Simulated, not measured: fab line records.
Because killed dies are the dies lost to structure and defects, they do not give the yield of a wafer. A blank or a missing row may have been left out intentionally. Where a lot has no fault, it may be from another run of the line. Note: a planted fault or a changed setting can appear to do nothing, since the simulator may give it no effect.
Which of the tools did it? :: flow nand-harc :: 12 lots with 36 wafers sampled at 6 steps, on a route of 1302 steps

## WHAT THE GAUGES SHOWED, per wafer
NHARC_P_ZERO_WELL_INSPECT_43.
lot: L155
measured: day 2 03:50
on: defect-inspect-01
raw-defect-count: 18 9 10

lot: L156
measured: day 2 13:44
on: defect-inspect-02
raw-defect-count: 9 9 11

lot: L159
measured: day 3 19:23
on: defect-inspect-02
raw-defect-count: 14 17 16

lot: L160
measured: day 4 05:40
on: defect-inspect-02
raw-defect-count: 17 9 4

lot: L161
measured: day 4 15:29
on: defect-inspect-02
raw-defect-count: 15 10 9

lot: L162
measured: day 5 01:10
on: defect-inspect-01
raw-defect-count: 18 18 10

lot: L164
measured: day 5 21:38
on: defect-inspect-02
raw-defect-count: 12 5 10

lot: L166
measured: day 6 17:43
on: defect-inspect-01
raw-defect-count: 10 11 19

lot: L167
measured: day 7 03:41
on: defect-inspect-02
raw-defect-count: 23 33 11

lot: L168
measured: day 7 13:37
on: defect-inspect-01
raw-defect-count: 14 21 9

lot: L169
measured: day 7 23:47
on: defect-inspect-02
raw-defect-count: 10 17 22

lot: L178
measured: day 11 18:12
on: defect-inspect-02
raw-defect-count: 9 10 6

NHARC_P_GATE_CD_MEAS_11: target cd 1640 nm.
lot: L155
measured: day 4 11:23
on: cd-sem-02
cd-nm (nm): 1637.4 1642.6 1638.8

lot: L156
measured: day 4 18:24
on: cd-sem-01
cd-nm (nm): 1637.9 1640.8 1638.3

lot: L159
measured: day 5 20:30
on: cd-sem-02
cd-nm (nm): 1642.5 1639.6 1639.7

lot: L160
measured: day 6 12:53
on: cd-sem-02
cd-nm (nm): 1638.7 1639.3 1640.4

lot: L161
measured: day 6 20:16
on: cd-sem-02
cd-nm (nm): 1639.3 1636.9 1637.5

lot: L162
measured: day 7 03:50
on: cd-sem-02
cd-nm (nm): 1639.9 1640.6 1640.4

lot: L164
measured: day 8 01:14
on: cd-sem-03
cd-nm (nm): 1642.0 1640.3 1639.9

lot: L166
measured: day 8 21:43
on: cd-sem-02
cd-nm (nm): 1638.5 1639.3 1639.2

lot: L167
measured: day 9 06:23
on: cd-sem-03
cd-nm (nm): 1639.2 1638.5 1640.4

lot: L168
measured: day 10 14:04
on: cd-sem-02
cd-nm (nm): 1639.8 1642.2 1637.9

lot: L169
measured: day 10 13:55
on: cd-sem-03
cd-nm (nm): 1640.4 1639.4 1637.7

lot: L178
measured: day 14 00:08
on: cd-sem-01
cd-nm (nm): 1641.5 1639.1 1640.1

NHARC_P_GATE_CD_MEAS_26: target cd 120 nm.
lot: L155
measured: day 5 03:53
on: cd-sem-02
cd-nm (nm): 119.5 119.7 118.8

lot: L156
measured: day 5 09:06
on: cd-sem-03
cd-nm (nm): 120.2 119.5 119.3

lot: L159
measured: day 6 10:19
on: cd-sem-01
cd-nm (nm): 119.3 119.6 119.6

lot: L160
measured: day 7 03:53
on: cd-sem-03
cd-nm (nm): 117.8 119.9 120.0

lot: L161
measured: day 7 15:26
on: cd-sem-02
cd-nm (nm): 119.0 118.5 119.6

lot: L162
measured: day 7 18:00
on: cd-sem-01
cd-nm (nm): 120.5 120.4 119.7

lot: L164
measured: day 8 15:25
on: cd-sem-03
cd-nm (nm): 120.2 119.4 119.6

lot: L166
measured: day 9 16:19
on: cd-sem-03
cd-nm (nm): 120.1 118.2 120.1

lot: L167
measured: day 9 22:05
on: cd-sem-02
cd-nm (nm): 120.9 119.9 119.6

lot: L168
measured: day 11 03:53
on: cd-sem-01
cd-nm (nm): 119.5 119.1 119.5

lot: L169
measured: day 11 05:10
on: cd-sem-02
cd-nm (nm): 100.5 99.5 100.0 100.4 99.6 99.8

lot: L178
measured: day 14 17:40
on: cd-sem-01
cd-nm (nm): 120.2 119.0 120.3

NHARC_END_SORT_01.
lot: L164
measured: day 27 15:11
on: prober-02
defect-limited-yield (%): 91.0 92.0 94.5
killed-at-array: 55 51 32
killed-at-other: 2 0 0
killed-at-periphery: 4 3 5
killed-dies: 61 54 37
killed-open: 5 1 5
killed-short: 3 2 2
sort_bin_2_pct (%): 2.5 2.5 3.0
sort_bin_3_pct (%): 0.7 0.6 0
sort_bin_4_pct (%): 5.8 4.9 2.5
sort-n-pass: 616 623 640
sort-rim-yield-pct (%): 92 97 85
sort-yield-pct (%): 91.0 92.0 94.5

lot: L168
measured: day 30 19:33
on: prober-02
defect-limited-yield (%): 87.1 87.9 90.1
killed-at-array: 86 79 63
killed-at-other: 1 1 2
killed-at-periphery: 0 2 2
killed-dies: 87 82 67
killed-open: 3 4 4
killed-short: 1 1 1
sort_bin_2_pct (%): 4.6 5.3 4.0
sort_bin_3_pct (%): 1.6 0.6 0.9
sort_bin_4_pct (%): 6.6 6.2 5.0
sort-n-pass: 590 595 610
sort-rim-yield-pct (%): 93 91 81
sort-yield-pct (%): 87.1 87.9 90.1

## WHICH TOOL RAN EACH LOT (tool, then ch and the chambers of the sampled wafers, then the start)
lot: L155
NHARC_P_GATE_EXPOSE_23: arfi-scanner-03 ch 0, day 5 03:44
NHARC_P_GATE_STRIP_108: rie-diel-11 ch 0,1,2, day 5 04:41

lot: L156
NHARC_P_GATE_EXPOSE_23: arfi-scanner-01 ch 0, day 5 08:58
NHARC_P_GATE_STRIP_108: rie-diel-06 ch 0,2,3, day 5 09:56

lot: L159
NHARC_P_GATE_EXPOSE_23: arfi-scanner-02 ch 0, day 6 10:10
NHARC_P_GATE_STRIP_108: rie-diel-03 ch 1,3, day 6 11:10

lot: L160
NHARC_P_GATE_EXPOSE_23: arfi-scanner-03 ch 0, day 7 03:44
NHARC_P_GATE_STRIP_108: rie-diel-03 ch 0,3, day 7 04:41

lot: L161
NHARC_P_GATE_EXPOSE_23: arfi-scanner-03 ch 0, day 7 15:18
NHARC_P_GATE_STRIP_108: rie-diel-03 ch 0,2, day 7 16:14

lot: L162
NHARC_P_GATE_EXPOSE_23: arfi-scanner-03 ch 0, day 7 17:52
NHARC_P_GATE_STRIP_108: rie-diel-03 ch 0,3, day 7 18:50

lot: L164
NHARC_P_GATE_EXPOSE_23: arfi-scanner-01 ch 0, day 8 15:17
NHARC_P_GATE_STRIP_108: rie-diel-06 ch 1,3, day 8 16:14

lot: L166
NHARC_P_GATE_EXPOSE_23: arfi-scanner-01 ch 0, day 9 16:10
NHARC_P_GATE_STRIP_108: rie-diel-11 ch 0,1,3, day 9 17:08

lot: L167
NHARC_P_GATE_EXPOSE_23: arfi-scanner-03 ch 0, day 9 21:56
NHARC_P_GATE_STRIP_108: rie-diel-06 ch 0,3, day 9 22:53

lot: L168
NHARC_P_GATE_EXPOSE_23: arfi-scanner-01 ch 0, day 11 03:45
NHARC_P_GATE_STRIP_108: rie-diel-03 ch 1,2, day 11 04:42

lot: L169
NHARC_P_GATE_EXPOSE_23: arfi-scanner-02 ch 0, day 11 05:02
NHARC_P_GATE_STRIP_108: rie-diel-11 ch 1,2,3, day 12 00:30

lot: L178
NHARC_P_GATE_EXPOSE_23: arfi-scanner-01 ch 0, day 14 17:32
NHARC_P_GATE_STRIP_108: rie-diel-06 ch 0,2, day 14 18:28
- NHARC_P_GATE_EXPOSE_23: exposes mask P GATE, target cd 120 nm.
- NHARC_P_GATE_STRIP_108: strips in O2.

## WHAT THE TOOLS THEMSELVES READ (means of the sampled wafers that have a number; where no wafer has one, the mark that the record gives instead)
NHARC_P_GATE_STRIP_108.
lot: L155
tool: rie-diel-11
drypump-motor-current-A (A): 5.6
oes-product-au (a.u.): 1.003
rf-vpp-V (V): 58.2
showerhead-plenum-p-Torr (Torr): 3.65
throttle-valve-pct (%): 17.045

lot: L156
tool: rie-diel-06
drypump-motor-current-A (A): 5.4
oes-product-au (a.u.): 1.008
rf-vpp-V (V): 58.1
showerhead-plenum-p-Torr (Torr): 3.70
throttle-valve-pct (%): 17.039

lot: L159
tool: rie-diel-03
drypump-motor-current-A (A): 5.5
oes-product-au (a.u.): 0.998
rf-vpp-V (V): 57.4
showerhead-plenum-p-Torr (Torr): 3.66
throttle-valve-pct (%): 17.038

lot: L160
tool: rie-diel-03
drypump-motor-current-A (A): 6.2
oes-product-au (a.u.): 0.993
rf-vpp-V (V): 58.0
showerhead-plenum-p-Torr (Torr): 3.53
throttle-valve-pct (%): 17.032

lot: L161
tool: rie-diel-03
drypump-motor-current-A (A): 6.1
oes-product-au (a.u.): 0.994
rf-vpp-V (V): 57.4
showerhead-plenum-p-Torr (Torr): 3.42
throttle-valve-pct (%): 17.037

lot: L162
tool: rie-diel-03
drypump-motor-current-A (A): 6.2
oes-product-au (a.u.): 0.989
rf-vpp-V (V): 57.4
showerhead-plenum-p-Torr (Torr): 3.53
throttle-valve-pct (%): 17.034

lot: L164
tool: rie-diel-06
drypump-motor-current-A (A): 5.8
oes-product-au (a.u.): 0.999
rf-vpp-V (V): 58.3
showerhead-plenum-p-Torr (Torr): 3.75
throttle-valve-pct (%): 17.038

lot: L166
tool: rie-diel-11
drypump-motor-current-A (A): 5.7
oes-product-au (a.u.): 1.008
rf-vpp-V (V): 58.7
showerhead-plenum-p-Torr (Torr): 3.52
throttle-valve-pct (%): 17.039

lot: L167
tool: rie-diel-06
drypump-motor-current-A (A): 5.2
oes-product-au (a.u.): 1.005
rf-vpp-V (V): 58.0
showerhead-plenum-p-Torr (Torr): 3.69
throttle-valve-pct (%): 17.036

lot: L168
tool: rie-diel-03
drypump-motor-current-A (A): 5.4
oes-product-au (a.u.): 1.012
rf-vpp-V (V): 57.0
showerhead-plenum-p-Torr (Torr): 3.55
throttle-valve-pct (%): 17.039

lot: L169
tool: rie-diel-11
drypump-motor-current-A (A): 5.5
oes-product-au (a.u.): 1.008
rf-vpp-V (V): 58.1
showerhead-plenum-p-Torr (Torr): 3.64
throttle-valve-pct (%): 17.025

lot: L178
tool: rie-diel-06
drypump-motor-current-A (A): 5.3
oes-product-au (a.u.): 1.003
rf-vpp-V (V): 57.9
showerhead-plenum-p-Torr (Torr): 3.67
throttle-valve-pct (%): 17.037

## THE ANSWER, worked out from the rows above alone
Rule: what is usual is taken from the lots themselves. The widest of any qualifying gaps counts: lots, ordered by their means at a reading, are off when they make up no more than a third of the lots, leave a main group of 4 or more, and stand apart from it by 3 or more times the standard deviation of that group's means. The tables above print the reading to a certain number of digits; a main group whose means all agree to those digits is not used. A lot without any number at a reading at which 4 lots or more have one is off too. All remaining lots with rows at the step are treated as sound. Order of review: gauges by route order, followed by the tools' own readings, for which a lot's mean as printed above is used. The first step at which some lot is off is used, and at that step the reading that is off furthest; a lot without a number counts as furthest.
Off: L169 (NHARC_P_GATE_CD_MEAS_26, cd-nm). The main group has a mean of 119.6 nm with a standard deviation of 0.35.
If a tool, at a process step before that reading, ran all the lots that are off and no sound lot after the first of them, it fits. Gauges at NHARC_P_GATE_CD_MEAS_26: tried the same way as those tools. Can't be told from this: 2 tools fit, arfi-scanner-02 at NHARC_P_GATE_EXPOSE_23, cd-sem-02 at NHARC_P_GATE_CD_MEAS_26.

## WHAT THE SIMULATOR HAD INSERTED
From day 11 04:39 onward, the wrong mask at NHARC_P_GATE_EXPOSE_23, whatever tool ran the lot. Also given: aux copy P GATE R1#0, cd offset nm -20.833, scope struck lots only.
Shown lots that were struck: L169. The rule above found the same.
